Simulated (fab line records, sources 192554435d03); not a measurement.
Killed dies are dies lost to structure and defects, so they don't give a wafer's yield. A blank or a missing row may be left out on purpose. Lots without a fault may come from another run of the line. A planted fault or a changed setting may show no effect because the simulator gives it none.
Split-lot experiment | flow n5_finfet | 7 lots, 39 wafers read, on a route of 1938 steps

THE SPLIT
At N5_MOL_CONTACT_COAG_IMPLANT_129, the setting energy_kev was moved away from the recipe's 3 on 12 of the 39 wafers read, by -16.0% to +28.0%. The other wafers ran this setting at the recipe's value.

The reading is taken at the split's own step.

THE READING
implant.drp_nm (the simulator's own value, which no gauge read), in nm, at N5_MOL_CONTACT_COAG_IMPLANT_129. The file gives no usual value for it.

wafer  | tool, chamber at the split | energy_kev as run | against the recipe | implant.drp_nm, nm | against lot-mates on the recipe
L074.1 | implanter-01, 0            | 3                 | recipe             | 2.134              | -
L074.2 | implanter-01, 0            | 3                 | recipe             | 2.134              | -
L074.3 | implanter-01, 0            | 3                 | recipe             | 2.134              | -
L074.4 | implanter-01, 0            | 3                 | recipe             | 2.134              | -
L074.5 | implanter-01, 0            | 3                 | recipe             | 2.134              | -
L074.6 | implanter-01, 0            | 3                 | recipe             | 2.134              | -
L080.1 | implanter-01, 0            | 3.473             | +15.8%             | 2.337              | +0.203
L080.2 | implanter-01, 0            | 3.473             | +15.8%             | 2.337              | +0.203
L080.3 | implanter-01, 0            | 3.473             | +15.8%             | 2.337              | +0.203
L080.4 | implanter-01, 0            | 3                 | recipe             | 2.134              | -
L080.5 | implanter-01, 0            | 3                 | recipe             | 2.134              | -
L080.6 | implanter-01, 0            | 3                 | recipe             | 2.134              | -
L081.3 | implanter-02, 0            | 3                 | recipe             | 2.134              | -
L081.4 | implanter-02, 0            | 3                 | recipe             | 2.134              | -
L081.5 | implanter-02, 0            | 3                 | recipe             | 2.134              | -
L083.1 | implanter-02, 0            | 2.521             | -16.0%             | 1.916              | -0.218
L083.2 | implanter-02, 0            | 2.521             | -16.0%             | 1.916              | -0.218
L083.5 | implanter-02, 0            | 2.521             | -16.0%             | 1.916              | -0.218
L083.3 | implanter-02, 0            | 3                 | recipe             | 2.134              | -
L083.4 | implanter-02, 0            | 3                 | recipe             | 2.134              | -
L083.6 | implanter-02, 0            | 3                 | recipe             | 2.134              | -
L084.1 | implanter-02, 0            | 2.735             | -8.8%              | 2.015              | -0.119
L084.2 | implanter-02, 0            | 2.735             | -8.8%              | 2.015              | -0.119
L084.6 | implanter-02, 0            | 2.735             | -8.8%              | 2.015              | -0.119
L084.3 | implanter-02, 0            | 3                 | recipe             | 2.134              | -
L084.4 | implanter-02, 0            | 3                 | recipe             | 2.134              | -
L084.5 | implanter-02, 0            | 3                 | recipe             | 2.134              | -
L091.1 | implanter-01, 0            | 3                 | recipe             | 2.134              | -
L091.2 | implanter-01, 0            | 3                 | recipe             | 2.134              | -
L091.3 | implanter-01, 0            | 3                 | recipe             | 2.134              | -
L091.4 | implanter-01, 0            | 3                 | recipe             | 2.134              | -
L091.5 | implanter-01, 0            | 3                 | recipe             | 2.134              | -
L091.6 | implanter-01, 0            | 3                 | recipe             | 2.134              | -
L093.1 | implanter-02, 0            | 3.839             | +28.0%             | 2.487              | +0.353
L093.3 | implanter-02, 0            | 3.839             | +28.0%             | 2.487              | +0.353
L093.6 | implanter-02, 0            | 3.839             | +28.0%             | 2.487              | +0.353
L093.2 | implanter-02, 0            | 3                 | recipe             | 2.134              | -
L093.4 | implanter-02, 0            | 3                 | recipe             | 2.134              | -
L093.5 | implanter-02, 0            | 3                 | recipe             | 2.134              | -

THE FIT
A straight line over all 39 wafers: implant.drp_nm changes by +0.0129 nm for each +1% of energy_kev; r = +1.00; the points scatter about the line by 0.0038 nm.
The same after taking each lot's own level away (the mean of its wafers on the recipe; 39 wafers): +0.0129 nm for each +1%; r = +1.00; scatter 0.0038 nm.
On that fit, the largest move of energy_kev shifts the reading by 0.36 nm.
The lots' own levels span 2.1340 to 2.1340 nm.
So the lot-to-lot level changes the slope little: the two slopes agree.
Check: with one of the wafers moved furthest among these (+28.0%) left out of the fit, the line predicts +0.362 nm for it against its lot-mates. It came out at +0.353 nm against them.

OTHER SPLITS ON THESE WAFERS
These wafers also went through other splits before the reading. Each is held against what the fit with the lots' levels taken away leaves over:
other split on the same wafers | wafers away from the commonest value | r with implant.drp_nm (lot level and that fit taken away)
N5_DUMMY_GATE_ETCH_32 time_s   | 15                                   | +0.28
N5_HKMG_FIN_ETCH_35 bias_w     | 18                                   | -0.08

THE WHOLE CHAIN: every reading that the file lists as answering this split, in the file's order
step                            | what it does | reading                                                         | change (the file's fit)                | r (the file's)
N5_MOL_CONTACT_COAG_IMPLANT_129 |              | implant.rp_nm (the simulator's own value, which no gauge read)  | +0.0344 nm for each +1% of the setting | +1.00
N5_MOL_CONTACT_COAG_IMPLANT_129 |              | implant.drp_nm (the simulator's own value, which no gauge read) | +0.0129 nm for each +1% of the setting | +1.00

THE FILE'S OWN FIT
implant.drp_nm changes by +0.0129 nm for each +1% of energy_kev, r = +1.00.
